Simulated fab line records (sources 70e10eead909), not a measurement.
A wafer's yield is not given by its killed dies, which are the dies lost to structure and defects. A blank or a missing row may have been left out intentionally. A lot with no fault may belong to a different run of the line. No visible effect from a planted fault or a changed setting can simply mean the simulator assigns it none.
Matching of chambers + flow nand harc + 4 sister chambers for NHARC_A_BLC_STRIP_29 on rie diel-07
The step strips in CF4. 8 wafers are shown with their chamber, then 7 later ones without.

## WAFERS PAIRED WITH THEIR CHAMBERS
| wafer  | chamber | drypump motor current A (A) | rf vpp V (V) |
|--------|---------|-----------------------------|--------------|
| L211.2 | 2       | 5.7                         | 58.9         |
| L211.6 | 1       | 6.4                         | 58.6         |
| L216.1 | 1       | 6.4                         | 59.8         |
| L216.3 | 0       | 6.1                         | 60.6         |
| L217.4 | 0       | 6.1                         | 59.7         |
| L217.5 | 3       | 6.1                         | 59.6         |
| L225.1 | 2       | 5.7                         | 57.2         |
| L225.2 | 3       | 6.2                         | 60.1         |

## WAFERS WHOSE CHAMBER IS MISSING
| wafer  | drypump motor current A (A) | rf vpp V (V) |
|--------|-----------------------------|--------------|
| L225.6 | 6.1                         | 58.5         |
| L229.1 | 6.1                         | 60.0         |
| L229.3 | 5.7                         | 57.5         |
| L229.5 | 6.4                         | 58.4         |
| L230.1 | 6.1                         | 58.9         |
| L230.2 | 5.7                         | 59.0         |
| L230.4 | 6.4                         | 59.1         |

## WHICH CHAMBER EACH ONE RAN IN
| wafer  | from the rows above     | in truth |
|--------|-------------------------|----------|
| L225.6 | can't be placed: 0 or 3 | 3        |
| L229.1 | can't be placed: 0 or 3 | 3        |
| L229.3 | 2                       | 2        |
| L229.5 | 1                       | 1        |
| L230.1 | can't be placed: 0 or 3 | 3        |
| L230.2 | 2                       | 2        |
| L230.4 | 1                       | 1        |
4 of 7 placed correctly. Can't be placed from these rows: 3 (the true chamber is among the candidates in 3). Wrongly placed: 0.
How it was worked out, from the rows above alone: a wafer's distance from a chamber is the root of the sum, over the readings, of the square of ((its reading less the chamber's mean) divided by the reading's scatter). The wafer belongs to the nearest chamber; if the next one is less than 2 further off, it can't be placed. The mean given for a chamber averages the wafers shown for that chamber. The scatter: take each reading less its chamber's mean, square it, sum over the shown wafers, divide by the number of wafers less the number of chambers, and take the root.
